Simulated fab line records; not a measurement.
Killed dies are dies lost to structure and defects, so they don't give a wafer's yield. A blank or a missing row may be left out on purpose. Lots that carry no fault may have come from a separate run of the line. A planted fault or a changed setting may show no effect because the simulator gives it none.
fab line records	flow n5Finfet
record lots=10	wafers=28	lastDay=18
route steps=1938 shown BEOL_M12@1649 BEOL_M13@1665
lots untouched by any fault: they come from a run of this same line in which no faults occurred
startH: hours from the record's first day to the start of the lot's first wafer shown	waitH: hours from the lot's prior step to this one	" the same as in the row above	L1.1+2: a row that stands for several wafers	- no value, or no start was given	* or withheld: withheld	< > ~ a bound
route shown NAME@n: a module of which the file shows steps, and the number in the route of the first	usual: the fault-free wafers' mean and standard deviation	same: alike in all rows	chamber/n: place in a boat	sites: per-site readings	_std_site: standard deviation across them	_edge_site: inner sites' mean taken away from outer sites' mean	radiusMm: how far each site lies from the wafer's centre	mask NAME#n: copy n	behind: the most recent tool/chamber to have shaped the wafer	hold: cause of the lot's hold/its duration in hours/its outcome	device: names the non-switching transistor (n, p or np)	end of line: the tests these same wafers got at the end of their route	step lacking rows: just its recipe	killed: not the wafer's yield, but the dies lost to structure and defects at the first sort	map: shows each die of a wafer: x if killed, . if not, _ if none is there
set.NAME: the run value of the setting; set.NAME@STEP: its run value at that earlier step	model.NAME: the simulator's own value behind a step, which no gauge read
steps of the route over a sample of lots; a table a step, a row a wafer
services: when a tool's chamber went out of use (startH, in hours from the record's first day, below 0 if earlier), for how many hours, and the reason
## steps
# step N5_BEOL_M12_SPUTTER_44
# recipe material=Ta	targetThkA=100	tempC=50	biasV=80	powerW=15000	chamberPressurePa=0.07	timeS=16.13
# usual susceptorTempC=50.01/0.13	throttleValvePct=30.1/1.2
lot.wafer	tool	chamber	startH	waitH	susceptorTempC	throttleValvePct
L248.3	pvdSputter-03	-	275.82	0.0	49.86	33.4
L248.4	"	-	"	"	49.89	29.5
L248.5	"	-	"	"	49.89	27.4
L249.3	pvdSputter-01	-	276.71	0.0	49.89	29.4
L249.4	"	-	"	"	49.96	31.2
L249.6	"	-	"	"	49.98	30.7
L250.1	pvdSputter-01	-	279.49	0.0	49.87	28.8
L250.2	"	-	"	"	49.89	31.0
L250.5	"	-	"	"	50.13	30.6
L259.2	pvdSputter-03	-	326.48	0.0	50.12	27.3
L259.3	"	-	"	"	50.14	29.2
L259.5	"	-	"	"	49.96	27.6
L261.3	pvdSputter-01	-	350.66	0.0	49.99	31.1
L261.4	"	-	"	"	50.04	30.5
L261.5	"	-	"	"	49.81	31.0
L266.2	pvdSputter-02	-	370.78	0.0	50.21	29.8
L266.4	"	-	"	"	50.00	30.8
L266.6	"	-	"	"	49.98	30.5
L268.2	pvdSputter-03	-	371.25	0.0	50.06	29.7
L268.4	"	-	"	"	49.84	27.4
L267.2	pvdSputter-01	-	374.59	0.0	50.14	29.0
L267.6	"	-	"	"	50.06	29.7
L269.4	pvdSputter-02	-	388.97	0.0	50.09	29.8
L269.5	"	-	"	"	50.24	29.4
L269.6	"	-	"	"	49.98	29.8
L270.1	pvdSputter-01	-	396.20	0.0	50.04	28.9
L270.3	"	-	"	"	50.16	29.7
L270.5	"	-	"	"	49.85	30.6
# step N5_BEOL_M12_ANNEAL_48
# recipe tempC=225	timeS=90	ambient=N2
# usual annealTempC=225.00/0.16	wafer_temp_C_max=226.5/0.47
lot.wafer	tool	chamber	startH	waitH	annealTempC	wafer_temp_C_max
L248.3	rtpAnneal-02	0	276.37	0.3	224.92	226.1
L248.4	"	0	"	"	225.03	225.9
L248.5	"	0	"	"	224.89	226.7
L249.3	rtpAnneal-02	0	277.18	0.2	225.06	226.2
L249.4	"	0	"	"	224.86	226.3
L249.6	"	0	"	"	225.14	226.6
L250.1	rtpAnneal-02	0	280.66	0.9	224.91	226.0
L250.2	"	0	"	"	225.14	225.9
L250.5	"	0	"	"	224.98	226.1
L259.2	rtpAnneal-01	0	327.04	0.3	224.79	226.6
L259.3	"	0	"	"	224.76	226.7
L259.5	"	0	"	"	225.02	226.6
L261.3	rtpAnneal-01	0	351.09	0.2	224.91	227.1
L261.4	"	0	"	"	225.01	226.4
L261.5	"	0	"	"	224.76	226.9
L266.2	rtpAnneal-02	0	371.17	0.1	224.76	226.0
L266.4	"	0	"	"	225.00	226.2
L266.6	"	0	"	"	224.93	225.8
L268.2	rtpAnneal-02	0	371.64	0.1	225.18	226.1
L268.4	"	0	"	"	225.27	225.9
L267.2	rtpAnneal-01	0	374.98	0.1	225.12	227.1
L267.6	"	0	"	"	225.25	226.8
L269.4	rtpAnneal-01	0	389.46	0.2	224.83	226.8
L269.5	"	0	"	"	224.97	226.8
L269.6	"	0	"	"	224.90	226.7
L270.1	rtpAnneal-01	0	396.65	0.2	225.02	226.6
L270.3	"	0	"	"	224.75	227.1
L270.5	"	0	"	"	225.14	227.2
# step N5_BEOL_M13_EXPOSE_07
# recipe maskId=V12	na=0.93	sourceShape=conventional	sigmaOuter=0.6	polarization=unpolarized	attpsmPhaseDeg=180	doseMj=24.8
# usual exposureDoseMJCm2=24.793/0.026
# same na=0.93
lot.wafer	tool	chamber	startH	waitH	mask	exposureDoseMJCm2
L248.3	krfScanner-01	0	277.49	-	V12#0	24.789
L248.4	"	0	"	"	V12#0	24.781
L248.5	"	0	"	"	V12#0	24.782
L249.3	krfScanner-02	0	278.43	-	V12#0	24.788
L249.4	"	0	"	"	V12#0	24.794
L249.6	"	0	"	"	V12#0	24.818
L250.1	krfScanner-01	0	281.85	-	V12#0	24.807
L250.2	"	0	"	"	V12#0	24.799
L250.5	"	0	"	"	V12#0	24.798
L259.2	krfScanner-01	0	328.07	-	V12#0	25.163
L259.3	"	0	"	"	V12#0	25.107
L259.5	"	0	"	"	V12#0	25.142
L261.3	krfScanner-01	0	352.26	-	V12#0	25.039
L261.4	"	0	"	"	V12#0	25.082
L261.5	"	0	"	"	V12#0	25.029
L266.2	krfScanner-02	0	372.33	-	V12#0	24.788
L266.4	"	0	"	"	V12#0	24.805
L266.6	"	0	"	"	V12#0	24.816
L268.2	krfScanner-02	0	372.67	-	V12#0	24.786
L268.4	"	0	"	"	V12#0	24.795
L267.2	krfScanner-02	0	376.02	-	V12#0	24.850
L267.6	"	0	"	"	V12#0	24.794
L269.4	krfScanner-02	0	390.48	-	V12#0	24.764
L269.5	"	0	"	"	V12#0	24.812
L269.6	"	0	"	"	V12#0	24.792
L270.1	krfScanner-02	0	397.71	-	V12#0	24.770
L270.3	"	0	"	"	V12#0	24.776
L270.5	"	0	"	"	V12#0	24.781
# step N5_BEOL_M13_OVL_MEAS_11
# recipe pointsPerWafer=44
# usual V12_OVL=1/4.8
# same pointsPerWafer=44
lot.wafer	tool	chamber	startH	waitH	V12_OVL[nm]
L248.3	overlay-01	0	277.68	0.0	8
L248.4	"	0	"	"	-1
L248.5	"	0	"	"	5
L249.3	overlay-02	0	278.62	0.0	-5
L249.4	"	0	"	"	3
L249.6	"	0	"	"	0
L250.1	overlay-02	0	282.05	0.0	8
L250.2	"	0	"	"	10
L250.5	"	0	"	"	10
L259.2	overlay-01	0	328.26	0.0	4
L259.3	"	0	"	"	5
L259.5	"	0	"	"	7
L261.3	overlay-01	0	352.47	0.0	-2
L261.4	"	0	"	"	-3
L261.5	"	0	"	"	-2
L266.2	overlay-01	0	372.53	0.0	-1
L266.4	"	0	"	"	-2
L266.6	"	0	"	"	-1
L268.2	overlay-01	0	372.86	0.0	1
L268.4	"	0	"	"	1
L267.2	overlay-02	0	376.21	0.0	2
L267.6	"	0	"	"	0
L269.4	overlay-01	0	390.66	0.0	5
L269.5	"	0	"	"	7
L269.6	"	0	"	"	1
L270.1	overlay-02	0	397.91	0.0	1
L270.3	"	0	"	"	6
L270.5	"	0	"	"	-2
## services
tool	chamber	startH	hours	kind
krfScanner-01	-	253.85	4.0	pm
krfScanner-02	-	270.27	4.4	pm
krfScanner-02	-	292.30	4.4	pm
krfScanner-02	-	298.53	0.8	pm
krfScanner-02	0	308.97	-	calibration
krfScanner-01	-	313.61	0.8	pm
pvdSputter-01	-	352.83	2.6	repair
krfScanner-02	-	363.18	1.0	pm
krfScanner-01	-	366.50	1.3	pm
krfScanner-02	-	382.70	1.2	repair
krfScanner-02	-	383.93	1.3	pm
krfScanner-01	0	389.11	-	calibration
## key
firstSign step=N5_BEOL_M13_EXPOSE_07	reading=exposureDoseMJCm2	direction=up	sigmas=12	usual=24.793	struck=25.094
effect none on later readings
metAt N5_BEOL_M13_EXPOSE_07
struckLots L259,L261
loopTrim step=N5_BEOL_M13_EXPOSE_07	setting=dose	lots=L261
notActingAt N5_BEOL_M12_SPUTTER_44,N5_BEOL_M12_ANNEAL_48,N5_BEOL_M13_OVL_MEAS_11
onsetBetween 281.85 328.07
fault kind=processParameterDrift	tool=krfScanner-01	chamber=-	onsetH=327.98	steps=N5_BEOL_M13_EXPOSE_07	channel=doseMj	offset=0.34156	shape=step	actsIn=theseRecipesOnly	stated=24.8
# loopTrim: a control loop set the setting to another value than it would have without faults
